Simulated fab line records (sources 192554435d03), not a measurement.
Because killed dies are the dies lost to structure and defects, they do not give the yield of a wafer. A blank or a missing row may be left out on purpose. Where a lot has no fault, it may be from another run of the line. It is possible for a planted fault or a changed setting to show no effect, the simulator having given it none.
Matching of chambers / flow n5-finfet / N5_FIN_SAQP_ETCH_34 on rie-diel-02 has 4 sister chambers
The step etches SiO2 in C4F6/O2, target depth 45 nm, time 15 s. 8 wafers are shown with their chamber, then 6 later ones without.

WAFERS WITH THEIR CHAMBER
wafer=L791.6; chamber=3; showerhead-plenum-p-Torr (Torr)=2.82; drypump-motor-current-A (A)=6.11
wafer=L795.2; chamber=1; showerhead-plenum-p-Torr (Torr)=2.70; drypump-motor-current-A (A)=5.54
wafer=L795.3; chamber=0; showerhead-plenum-p-Torr (Torr)=2.88; drypump-motor-current-A (A)=5.97
wafer=L796.3; chamber=3; showerhead-plenum-p-Torr (Torr)=2.81; drypump-motor-current-A (A)=6.11
wafer=L796.4; chamber=1; showerhead-plenum-p-Torr (Torr)=2.70; drypump-motor-current-A (A)=5.55
wafer=L796.6; chamber=0; showerhead-plenum-p-Torr (Torr)=2.88; drypump-motor-current-A (A)=6.01
wafer=L801.3; chamber=2; showerhead-plenum-p-Torr (Torr)=2.76; drypump-motor-current-A (A)=5.35
wafer=L801.5; chamber=2; showerhead-plenum-p-Torr (Torr)=2.76; drypump-motor-current-A (A)=5.35

WAFERS WITHOUT THEIR CHAMBER
wafer=L801.6; showerhead-plenum-p-Torr (Torr)=2.81; drypump-motor-current-A (A)=6.11
wafer=L803.3; showerhead-plenum-p-Torr (Torr)=2.88; drypump-motor-current-A (A)=5.99
wafer=L803.4; showerhead-plenum-p-Torr (Torr)=2.87; drypump-motor-current-A (A)=5.99
wafer=L803.5; showerhead-plenum-p-Torr (Torr)=2.76; drypump-motor-current-A (A)=5.34
wafer=L805.1; showerhead-plenum-p-Torr (Torr)=2.87; drypump-motor-current-A (A)=5.98
wafer=L805.4; showerhead-plenum-p-Torr (Torr)=3.03; drypump-motor-current-A (A)=5.55

EACH ONE'S CHAMBER
wafer=L801.6; from the rows above=3; in truth=3
wafer=L803.3; from the rows above=0; in truth=0
wafer=L803.4; from the rows above=0; in truth=0
wafer=L803.5; from the rows above=2; in truth=2
wafer=L805.1; from the rows above=0; in truth=0
wafer=L805.4; from the rows above=0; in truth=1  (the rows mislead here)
Correctly placed: 5 of 6. Number that these rows cannot place: 0. Placed wrongly: 1.
How it was worked out, from the rows above alone: a wafer's distance from a chamber is the root of the sum, over the readings, of the square of ((its reading less the chamber's mean) divided by the reading's scatter). The wafer belongs to the nearest chamber; if the next one is less than 2 further off, it can't be placed. Each chamber's mean is taken over the wafers shown for it. The scatter: the root of (the sum of the squares of (reading less its chamber's mean) over the shown wafers, divided by (wafers less chambers)).
